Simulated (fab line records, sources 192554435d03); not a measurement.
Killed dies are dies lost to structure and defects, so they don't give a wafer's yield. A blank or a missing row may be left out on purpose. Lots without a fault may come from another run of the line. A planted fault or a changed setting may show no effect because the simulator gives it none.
Which tool did it? | flow n5_finfet | 12 lots, 36 wafers sampled, at 2 steps of a route of 1938

WHAT THE GAUGES READ, wafer by wafer
N5_SDB_CD_MEAS_11: target cd 50 nm.
lot  | measured    | on        | cd_nm (nm)
L075 | day 4 00:17 | cd_sem-03 | 51.1 51.2 50.1
L077 | day 4 14:22 | cd_sem-03 | 50.9 51.2 50.9
L079 | day 5 02:24 | cd_sem-02 | 50.4 51.8 51.7
L081 | day 5 17:44 | cd_sem-03 | 49.1 49.8 50.6
L083 | day 6 07:44 | cd_sem-03 | 52.0 51.1 52.0
L085 | day 6 19:57 | cd_sem-03 | 49.5 49.9 51.4
L087 | day 7 03:53 | cd_sem-02 | 50.1 49.7 48.7
L089 | day 7 14:31 | cd_sem-02 | 51.4 50.6 51.3
L091 | day 8 01:36 | cd_sem-03 | 51.3 51.3 52.4
L093 | day 8 11:20 | cd_sem-03 | 50.4 51.7 52.4
L095 | day 8 23:10 | cd_sem-02 | 49.9 50.5 48.9
L097 | day 9 11:53 | cd_sem-01 | 52.2 51.4 50.8

WHICH TOOL RAN EACH LOT (tool, then ch and the chambers of the sampled wafers, then the start)
lot  | N5_SDB_HM_DEP_00
L075 | pecvd-04 ch 1,2, day 3 23:50
L077 | pecvd-02 ch 0,1, day 4 13:55
L079 | pecvd-02 ch 0,1,2, day 5 01:57
L081 | pecvd-02 ch 0,1,2, day 5 17:25
L083 | pecvd-04 ch 0,1, day 6 07:25
L085 | pecvd-03 ch 1,2, day 6 19:37
L087 | pecvd-02 ch 0,1,2, day 7 03:26
L089 | pecvd-03 ch 1,2, day 7 14:04
L091 | pecvd-04 ch 0,1,2, day 8 01:09
L093 | pecvd-03 ch 0,1,2, day 8 10:53
L095 | pecvd-04 ch 0,2, day 8 22:51
L097 | pecvd-03 ch 0,1,2, day 9 11:28
- N5_SDB_HM_DEP_00: deposits SiNx from SiH4/NH3/N2, target thk 40 nm, time 35.3 s.

THE ANSWER, worked out from the rows above alone
Rule: what is usual is taken from the lots themselves. Put in order of their means at a reading, lots are off if they are a third of the lots or fewer, leave a main group of 4 or more, and stand apart from it by a gap of 3 or more times the standard deviation of the main group's means; of several such gaps the widest counts. A main group whose means are all the same, to the digits that the tables above print for the reading, isn't used. A lot without any number at a reading at which 4 lots or more have one is off too. The other lots that the step has rows for count as sound.
No lot is off at any reading shown: from this, nothing can be told.

WHAT THE SIMULATOR HAD PUT IN
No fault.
